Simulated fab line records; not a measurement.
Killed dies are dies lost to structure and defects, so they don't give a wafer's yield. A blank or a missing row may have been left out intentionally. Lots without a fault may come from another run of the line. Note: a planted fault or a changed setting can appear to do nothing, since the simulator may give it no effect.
Comparing a struck lot with a sound one | flow n5Finfet | 35 out of 1938 route steps
Sound: wafers L471.2, L471.5, L471.6. The struck wafers were L482.1, L482.4, L482.5. The cause is given at the end.
At each step with rows: each side's tool, then ch and its chambers, then its first start. Under that, the readings that differ: sound wafers | struck wafers | difference of the means | sigmas: that difference in standard deviations of wafers without a fault.
alike: a reading whose means differ by less than 2 such deviations, as well as words and numbers matching on both sides. not compared: withheld readings; readings where some wafer has no value; bounds like >300 that might hide an equal value; numbers whose values overlap and for which the record gives no deviation.
Wherever a step has rows on one side only, a row that says differs or no value, or a row with sigmas, the two part there. Numbers that have no deviation but don't overlap get no sigmas and don't part them. A reading missing from all wafers of one side parts the sides only when that side holds two or more wafers.

first, 8 steps without rows for these wafers: N5_BEOL_M2_ANNEAL_51 (time 90 s); N5_BEOL_M2_CMP_52 (polishes, stops on SiOC, t overpolish 6.8 s, target thk 40 nm); N5_BEOL_M2_PRE_CLEAN_60 (time 15 s); N5_BEOL_M2_CO_CAP_55 (material Co, precursor CCTBA/H2, target thk 2 nm, time 102.1 s); N5_BEOL_M2_PRE_CLEAN_56 (time 15 s); N5_BEOL_M2_DEP_57 (deposits SiCN from 3MS/NH3, target thk 8 nm, time 14 s); N5_BEOL_M3_ILD_DEP_00 (deposits SiOC from DEMS/O2, target thk 79 nm, time 15.3 s); N5_BEOL_M3_PECVD_72 (deposits SiO2 from TEOS/O2, target thk 16 nm, time 18 s).
N5_BEOL_M3_HM_DEP_02: deposits TiN, target thk 20 nm.
  sound on pvdSputter-03, day 9 06:30; struck on pvdSputter-03, day 12 04:23
  alike: throttleValvePct
then, 25 steps without rows for these wafers: N5_BEOL_M3_COAT_61 (time 60 s, resist thk 60 nm); N5_BEOL_M3_COAT_62 (time 60 s, resist thk 12 nm); N5_BEOL_M3_COAT_73 (time 60 s, resist thk 5 nm); N5_BEOL_M3_COAT_05 (resist thk 30 nm); N5_BEOL_M3_EBR_07; N5_BEOL_M3_SOFTBAKE_06 (time 60 s); N5_BEOL_M3_EXPOSE_08 (exposes mask M3); N5_BEOL_M3_PEB_09 (peb time 60 s); N5_BEOL_M3_DEVELOP_10 (develop time 30 s); N5_BEOL_M3_DESCUM_16 (chemistry O2, time 7 s); N5_BEOL_M3_ETCH_74 (etches underlayer in N2/H2, target depth 6.5 nm, time 5.2 s); N5_BEOL_M3_ETCH_63 (etches SiARC in CF4, target depth 15.6 nm, time 26 s); N5_BEOL_M3_ETCH_64 (etches SOC in N2/H2, target depth 75 nm, overetch 15 nm, time 112.5 s); N5_BEOL_M3_STRIP_65 (strips in N2/H2); N5_BEOL_M3_STRIP_75 (strips in N2/H2); N5_BEOL_M3_STRIP_66 (strips in CF4); N5_BEOL_M3_HM_OPEN_17 (chemistry Cl2/BCl3, target TiN, target depth 20 nm, overetch 6 nm); N5_BEOL_M3_STRIP_19 (strips in O2); N5_BEOL_M3_COAT_67 (time 60 s, resist thk 60 nm); N5_BEOL_M3_COAT_68 (time 60 s, resist thk 12 nm); N5_BEOL_M3_COAT_76 (time 60 s, resist thk 5 nm); N5_BEOL_M3_COAT_22 (resist thk 30 nm); N5_BEOL_M3_EBR_24; N5_BEOL_M3_SOFTBAKE_23 (time 60 s); N5_BEOL_M3_EXPOSE_25 (exposes mask V2, defocus 5 nm).
-- record jumps: 6 days separate the struck wafers' starts on either side; left off in module BEOL_M3, taken up again in module PASSIVATION, whose first shown step is the route's number 1936 --
N5_PASSIVATION_PROBE_49:
  rows exist in the record for the struck wafers here (prober-01, day 18 15:39), but not for the sound ones

## WHERE THEY PART
Only at N5_PASSIVATION_PROBE_49, within this record.

WHY: whatever the simulator had introduced
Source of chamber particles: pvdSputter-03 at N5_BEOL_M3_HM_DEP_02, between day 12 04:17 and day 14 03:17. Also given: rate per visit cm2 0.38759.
